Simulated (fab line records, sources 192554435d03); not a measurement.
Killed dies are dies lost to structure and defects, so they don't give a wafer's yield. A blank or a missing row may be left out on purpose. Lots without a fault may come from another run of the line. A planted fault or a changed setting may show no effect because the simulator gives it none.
Which tool did it? | flow n5_finfet | 10 lots, 30 wafers sampled, at 5 steps of a route of 1938

WHAT THE GAUGES READ, wafer by wafer
N5_WELL_APT_INSPECT_38: inspects for defects (darkfield). Usual: raw_defect_count 13, standard deviation 4.1.
lot  | measured    | on                | raw_defect_count | flag
L590 | day 1 16:53 | defect_inspect-01 | 14 14 14         |
L591 | day 1 22:40 | defect_inspect-01 | 15 16 8          |
L593 | day 2 10:42 | defect_inspect-02 | 12 9 9           |
L597 | day 3 10:34 | defect_inspect-01 | 11 13 13         |
L598 | day 3 16:57 | defect_inspect-02 | 11 12 9          |
L602 | day 4 16:47 | defect_inspect-02 | 12 10 10         |
L605 | day 5 11:01 | defect_inspect-02 | 6 21 19          |
L607 | day 5 23:04 | defect_inspect-01 | 19 12 10         |
L608 | day 6 05:10 | defect_inspect-02 | 14 12 15         |
L609 | day 6 10:32 | defect_inspect-02 | 8 13 13          |

N5_PMOS_HMC_CHANNEL_EPI_CD_MEAS_09: target cd 237.4 nm. Usual: cd_nm 237.8 nm, standard deviation 1.2.
lot  | measured    | on        | cd_nm (nm)        | flag
L590 | day 1 17:12 | cd_sem-01 | 237.8 239.6 239.5 |
L591 | day 1 23:07 | cd_sem-02 | 237.5 237.0 235.9 |
L593 | day 2 11:08 | cd_sem-03 | 237.8 237.4 237.2 |
L597 | day 3 11:00 | cd_sem-02 | 239.7 236.9 238.5 |
L598 | day 3 17:16 | cd_sem-03 | 238.4 240.0 238.7 |
L602 | day 4 17:15 | cd_sem-01 | 236.2 236.9 237.5 |
L605 | day 5 11:28 | cd_sem-02 | 238.9 239.1 238.1 |
L607 | day 5 23:31 | cd_sem-03 | 238.7 237.9 239.3 |
L608 | day 6 05:29 | cd_sem-01 | 238.9 238.5 238.0 |
L609 | day 6 10:51 | cd_sem-02 | 238.2 238.8 238.8 |

N5_BEOL_M4_RC_MEAS_101. Usual: CJ_P 5.81, standard deviation 0.2; DIBL_N 36.5 mV/V, standard deviation 1.8; DIBL_P 36.5 mV/V, standard deviation 2.1; IOFF_N 0.17 nA/um, standard deviation 0.031; IOFF_P 0.22 nA/um, standard deviation 0.036; ION_N 677 uA/um, standard deviation 11; ION_P 463 uA/um, standard deviation 8; SS_N 71.6 mV/dec, standard deviation 0.61; SS_P 73.3 mV/dec, standard deviation 0.63; VT_N 249 mV, standard deviation 3.1; VT_P -250 mV, standard deviation 3.3.
lot  | measured     | on        | CJ_P           | DIBL_N (mV/V)  | DIBL_P (mV/V)  | IOFF_N (nA/um) | IOFF_P (nA/um) | ION_N (uA/um) | ION_P (uA/um) | SS_N (mV/dec)  | SS_P (mV/dec)  | VT_N (mV)   | VT_P (mV)      | flag
L590 | day 7 22:33  | prober-02 | 5.60 5.79 5.72 | 33.8 35.2 33.9 | 32.6 34.7 32.7 | 0.12 0.15 0.13 | 0.15 0.20 0.16 | 655 672 659   | 446 457 447   | 71.0 71.0 70.7 | 72.9 73.3 71.9 | 253 248 253 | -257 -250 -255 |
L591 | day 8 08:12  | prober-01 | 5.87 5.61 5.62 | 37.0 34.9 37.0 | 37.2 34.1 35.9 | 0.18 0.14 0.17 | 0.21 0.16 0.19 | 689 662 683   | 466 451 453   | 71.7 70.4 71.9 | 73.5 72.6 73.4 | 244 251 248 | -254 -255 -254 |
L593 | day 8 14:43  | prober-02 | 6.09 5.80 5.95 | 40.8 37.6 37.2 | 41.5 38.2 36.6 | 0.23 0.17 0.15 | 0.26 0.20 0.18 | 683 688 675   | 462 465 454   | 72.8 71.1 71.1 | 74.2 73.7 73.3 | 245 248 251 | -250 -253 -255 |
L597 | day 9 19:58  | prober-01 | 5.74 5.39 5.75 | 36.8 33.8 35.6 | 35.8 32.8 34.7 | 0.16 0.12 0.15 | 0.21 0.16 0.19 | 675 673 670   | 460 459 461   | 71.4 71.0 71.0 | 73.3 72.4 72.5 | 248 251 249 | -249 -254 -248 |
L598 | day 10 03:37 | prober-02 | 5.76 5.73 5.90 | 35.0 35.3 36.3 | 34.7 34.6 35.7 | 0.15 0.16 0.16 | 0.20 0.20 0.21 | 676 677 678   | 462 465 462   | 71.1 70.5 71.2 | 73.3 72.5 73.3 | 247 246 250 | -251 -251 -251 |
L602 | day 11 03:25 | prober-01 | 5.49 5.72 5.61 | 36.8 37.6 34.3 | 35.4 35.9 33.2 | 0.17 0.19 0.14 | 0.22 0.24 0.20 | 663 664 667   | 456 454 457   | 71.9 72.6 71.6 | 73.8 73.5 72.9 | 250 248 250 | -248 -249 -249 |
L605 | day 12 01:16 | prober-01 | 5.81 5.67 5.78 | 38.7 36.5 37.8 | 39.2 36.5 38.0 | 0.20 0.16 0.18 | 0.24 0.19 0.21 | 682 671 691   | 463 458 462   | 71.7 71.4 71.4 | 74.4 73.7 73.2 | 247 250 250 | -250 -252 -254 |
L607 | day 12 10:10 | prober-01 | 4.90 4.83 4.89 | 33.8 37.1 35.9 | 31.7 35.4 33.9 | 0.12 0.19 0.17 | 0.16 0.23 0.20 | 667 681 668   | 456 461 457   | 70.6 71.2 71.5 | 71.8 73.1 73.1 | 252 245 247 | -252 -246 -251 | OFF
L608 | day 12 13:29 | prober-02 | 6.06 5.72 6.19 | 38.7 35.6 38.0 | 39.5 35.4 37.7 | 0.19 0.13 0.17 | 0.25 0.19 0.22 | 680 669 669   | 469 461 460   | 71.8 71.8 72.6 | 73.7 73.0 73.1 | 247 253 249 | -249 -252 -249 |
L609 | day 12 10:23 | prober-02 | 5.17 5.24 5.21 | 37.5 36.0 36.7 | 38.2 36.9 38.0 | 0.20 0.18 0.19 | 0.30 0.28 0.31 | 688 694 692   | 476 483 479   | 72.0 71.0 71.7 | 73.8 73.6 74.0 | 246 246 248 | -242 -242 -240 | OFF

WHICH TOOL RAN EACH LOT (tool, then ch and the chambers of the sampled wafers, then the start)
lot  | N5_WELL_APT_IMPLANT_15         | N5_FIN_SAQP_DENSIFY_62
L590 | implanter-01 ch 0, day 1 14:16 | rtp_anneal-02 ch 0, day 1 20:45
L591 | implanter-02 ch 0, day 1 20:10 | rtp_anneal-02 ch 0, day 2 03:05
L593 | implanter-01 ch 0, day 2 08:11 | rtp_anneal-01 ch 0, day 2 15:36
L597 | implanter-02 ch 0, day 3 08:03 | rtp_anneal-02 ch 0, day 3 15:01
L598 | implanter-01 ch 0, day 3 14:19 | rtp_anneal-01 ch 0, day 3 20:46
L602 | implanter-02 ch 0, day 4 14:11 | rtp_anneal-02 ch 0, day 4 21:35
L605 | implanter-01 ch 0, day 5 08:34 | rtp_anneal-01 ch 0, day 5 15:19
L607 | implanter-01 ch 0, day 5 20:29 | rtp_anneal-01 ch 0, day 6 03:41
L608 | implanter-02 ch 0, day 6 02:23 | rtp_anneal-01 ch 0, day 6 09:17
L609 | implanter-01 ch 0, day 6 07:56 | rtp_anneal-01 ch 0, day 6 14:31
- N5_WELL_APT_IMPLANT_15
- N5_FIN_SAQP_DENSIFY_62: time 60 s.

WHAT THE TOOLS THEMSELVES READ (means of the sampled wafers that have a number; where no wafer has one, the mark that the record gives instead)
N5_WELL_APT_IMPLANT_15. Usual: beam_energy_keV 24.999, standard deviation 0.0073; rotation_deg -0.003 degrees, standard deviation 0.02.
lot  | tool         | beam_energy_keV | rotation_deg (degrees) | flag
L590 | implanter-01 | 24.996          | -0.007                 |
L591 | implanter-02 | 24.994          | -0.012                 |
L593 | implanter-01 | 24.998          | 0.005                  |
L597 | implanter-02 | 25.003          | -0.007                 |
L598 | implanter-01 | 25.008          | -0.006                 |
L602 | implanter-02 | 24.999          | -0.002                 |
L605 | implanter-01 | 24.994          | 0.021                  |
L607 | implanter-01 | 35.683          | 0.004                  | OFF
L608 | implanter-02 | 25.008          | -0.010                 |
L609 | implanter-01 | 35.681          | -0.016                 | OFF

N5_FIN_SAQP_DENSIFY_62. Usual: lamp_power_pct 9.84 %, standard deviation 0.058; lamp_zone_6_pct 9.771 %, standard deviation 0.011; wafer_temp_C_max 703.3, standard deviation 0.6.
lot  | tool          | lamp_power_pct (%) | lamp_zone_6_pct (%) | wafer_temp_C_max | flag
L590 | rtp_anneal-02 | 9.87               | 9.768               | 703.2            |
L591 | rtp_anneal-02 | 9.83               | 9.774               | 702.7            |
L593 | rtp_anneal-01 | 9.83               | 9.766               | 703.5            |
L597 | rtp_anneal-02 | 9.84               | 9.759               | 703.8            |
L598 | rtp_anneal-01 | 9.83               | 9.761               | 703.1            |
L602 | rtp_anneal-02 | 9.86               | 9.769               | 703.8            |
L605 | rtp_anneal-01 | 9.83               | 9.776               | 703.6            |
L607 | rtp_anneal-01 | 9.79               | 9.776               | 703.8            |
L608 | rtp_anneal-01 | 9.80               | 9.770               | 703.8            |
L609 | rtp_anneal-01 | 9.87               | 9.777               | 703.2            |

THE ANSWER, worked out from the rows above alone
Rule: a lot is off if the mean of its wafers that have a number lies more than 3 standard deviations from the usual mean. A lot without any number at a reading at which 4 lots or more have one is off too. The other lots that the step has rows for count as sound. The gauges are gone through in route order, then the tools' own readings, and for those a lot's mean is taken as printed above. The first step at which some lot is off is used, and at that step the reading that is off furthest; a lot without a number counts as furthest.
Off: L607, L609, at N5_BEOL_M4_RC_MEAS_101 (CJ_P).
A tool fits if, at a process step before that reading, it ran every lot that is off, and no sound lot after the first of them. The gauges at N5_BEOL_M4_RC_MEAS_101 aren't tried: what is off there is off at N5_WELL_APT_IMPLANT_15 too, on other tools, and a gauge's error can't cause that. One fits: implanter-01 at N5_WELL_APT_IMPLANT_15. Its last sound lot is L605 (day 5 08:34), its first lot that is off L607 (day 5 20:29): a fault that began between those two fits.
The tool's own readings at N5_WELL_APT_IMPLANT_15 bear it out: on the lots that are off they differ by more than 5 times the standard deviation of the sound lots' means. beam_energy_keV reads 35.682 there against 25.000 on the sound lots.

WHAT THE SIMULATOR HAD PUT IN
Process parameter drift: implanter-01, from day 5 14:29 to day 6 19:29, at N5_WELL_APT_IMPLANT_15. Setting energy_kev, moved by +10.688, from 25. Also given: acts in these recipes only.
Lots struck among those shown: L607, L609. The rule above found the same.
